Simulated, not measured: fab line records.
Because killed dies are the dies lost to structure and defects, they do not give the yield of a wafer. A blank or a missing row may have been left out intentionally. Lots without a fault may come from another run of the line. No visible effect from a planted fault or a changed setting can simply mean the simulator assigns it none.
2 desks, one fault	flow n5Finfet	only its own numbers are on each desk; what lay behind them is given at the end

## AT THE TOOL OWNER'S DESK: krfScanner-02
The tool's own readings at N5_BEOL_M15_EXPOSE_25 (exposes mask M15, target cd 400 nm): means of the sampled wafers that have a number, for each lot that ran on this tool. Marked OUT: a lot whose mean sits more than 4 standard deviations from the usual mean, which makes it out of limits; the brackets give that distance.
Columns: A = exposureDoseMJCm2 at N5_BEOL_M15_EXPOSE_25, usual 35.49
lot	first seen here	A
L845	day 14 16:09	35.48
L850	day 15 19:21	35.52
L847	day 15 22:59	35.52
This desk's verdict: no lot among the 3 shows anything out of limits.

## THE METROLOGY DESK
What the gauges read for every lot (on any tool): the sampled wafers with a number, averaged. Marked OUT: a lot whose mean sits more than 4 standard deviations from the usual mean, which makes it out of limits; the brackets give that distance.
Columns: A = M15_OVL at N5_BEOL_M15_OVL_MEAS_29, usual 4 nm
lot	first seen here	A
L843	day 14 06:09	9
L845	day 14 16:21	0
L850	day 15 19:33	68 (+9.4) OUT
L847	day 15 23:11	78 (+11) OUT
L854	day 16 12:15	9
L855	day 16 20:59	-4
L858	day 18 10:33	13
L860	day 18 22:01	11
L862	day 20 02:10	7
Finding of this desk: L847, L850 out of limits, first seen on L850 at day 15 19:33 (M15_OVL at N5_BEOL_M15_OVL_MEAS_29). L843, L845, L854, L855, L858, L860, L862 stayed within limits.

## PUT TOGETHER
At day 15 19:33 the metrology desk could have sounded an alarm, on L847, L850.
Nothing out of limits was seen by the tool owner's desk.
Tool owner's desk: L847, L850 on record, inside its limits.
N5_BEOL_M15_EXPOSE_25 was run on krfScanner-02 by each of the lots named.

## WHAT HAD BEEN PUT IN BY THE SIMULATOR
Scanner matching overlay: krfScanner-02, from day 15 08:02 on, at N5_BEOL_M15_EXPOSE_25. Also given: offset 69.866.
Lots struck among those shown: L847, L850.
Time in hours between the start of the fault and the first out-of-limits reading at each desk: metrology desk, 12.
